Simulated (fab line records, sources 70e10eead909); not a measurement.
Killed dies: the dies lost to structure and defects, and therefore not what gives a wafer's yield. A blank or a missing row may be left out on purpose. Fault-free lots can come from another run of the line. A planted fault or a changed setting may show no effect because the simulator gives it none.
A struck lot beside a sound one ; flow nand harc ; 14 out of 1302 route steps
Sound: these wafers, L792.1, L792.2, L792.3. Struck: wafer L798.5. (L798.2, L798.6 of the same lot were not struck and are left out.) The cause comes at the end.
Order at every step that has rows: each side's tool, ch and its chambers, its first start. Under that, the readings that differ: sound wafers ; struck wafers ; difference of the means ; sigmas: that difference in standard deviations of wafers without a fault.
alike: readings whose means differ by less than 2 such deviations, and words and numbers that are the same on both sides. not compared: withheld readings, readings that some wafer has no value for, bounds like >300 that may hide the same value, and numbers for which the record gives no deviation and whose values overlap.
The two part at a step that has a row with sigmas, a row that says differs or no value, or rows on one side only. When numbers do not overlap yet have no deviation, they are printed without sigmas and do not part them. Lack of a reading on every wafer of one side parts them only where that side has two or more wafers.

NHARC_A_SGD_CUT_INSPECT_11:
  sound: defect inspect-01 at day 21 19:30; struck: defect inspect-02 at day 24 15:51
reading;sound;struck;difference;sigmas
raw defect count;69 69 63;13;-54;-2
NHARC_A_SGD_CUT_DESCUM_14: chemistry O2, time 3 s.
  sound on rie diel-01 ch 0,2,3, day 21 19:34; struck on rie diel-01 ch 2, day 24 15:55
  alike: drypump motor current A, oes product au, rf vpp V, showerhead plenum p Torr, throttle valve pct
  not compared: rf hours counter h
NHARC_A_SGD_CUT_ETCH_58: etches the open film in CF4, target depth 39 nm, time 65 s.
  sound on rie diel-01 ch 0,1,3, day 21 19:39; struck on rie diel-01 ch 0, day 24 16:00
reading;sound;struck;difference;sigmas
rf vpp V (V);149.8 151.3 151.0;153.0;+2.3;+2
  alike: drypump motor current A, oes product au, showerhead plenum p Torr, throttle valve pct
  not compared: rf hours counter h
NHARC_A_SGD_CUT_ETCH_59: etches the open film in N2/H2, target depth 260 nm, time 406.25 s.
  sound on rie diel-01 ch 0,1,2; struck on rie diel-01 ch 0
  alike: drypump motor current A, oes product au, rf vpp V, showerhead plenum p Torr, throttle valve pct
  not compared: rf hours counter h
then, 1 step without rows for these wafers: NHARC_A_SGD_CUT_ETCH_15 (etches the open film in CH3F/O2, target depth 75 nm, time 64.3 s).
NHARC_A_SGD_CUT_ETCH_16: etches the open film in C4F8/O2/Ar, target depth 310.5 nm, time 155.2 s.
  sound on rie diel-01 ch 1,2,3; struck on rie diel-01 ch 2
  alike: oes product au, rf vpp V
  not compared: rf hours counter h
then, 1 step without rows for these wafers: NHARC_A_SGD_CUT_STRIP_60 (strips in C4F8/O2/Ar).
NHARC_A_SGD_CUT_STRIP_17: strips in O2.
  sound on rie diel-01 ch 0,1,3; struck on rie diel-01 ch 1
reading;sound;struck;difference;sigmas
throttle valve pct (%);17.017 17.024 17.045;17.050;+0.021;+2
  alike: drypump motor current A, oes product au, rf vpp V, showerhead plenum p Torr
  not compared: rf hours counter h
then, 4 steps without rows for these wafers: NHARC_A_SGD_CUT_PRECLEAN_18 (cleans in SC1); NHARC_A_SGD_CUT_SRD_19; NHARC_A_SGD_CUT_DEP_20 (deposits SiO2, target thk 150 nm); NHARC_A_SGD_CUT_ANNEAL_27 (time 1800 s).
NHARC_A_SGD_CUT_CMP_21: polishes, target thk 148.19 nm.
  sound on cmp-02 ch 0,2,3, day 22 02:53; struck on cmp-01 ch 1, day 24 21:46
reading;sound;struck;difference;sigmas
time to endpoint s (s);53 47 51;100;+50;+14
  alike: edge zone pressure frac, motor current A
NHARC_A_SGD_CUT_THK_MEAS_22: measures by ellipsometry.
  sound: film metro-02 at day 22 03:08; struck: film metro-02 at day 24 21:57
  alike: thk nm

== WHERE THEY PART ==
First at NHARC_A_SGD_CUT_INSPECT_11; last, within this record, at NHARC_A_SGD_CUT_CMP_21. Later steps at which nothing parts them and some readings are alike: NHARC_A_SGD_CUT_THK_MEAS_22.

WHY: the cause the simulator had injected
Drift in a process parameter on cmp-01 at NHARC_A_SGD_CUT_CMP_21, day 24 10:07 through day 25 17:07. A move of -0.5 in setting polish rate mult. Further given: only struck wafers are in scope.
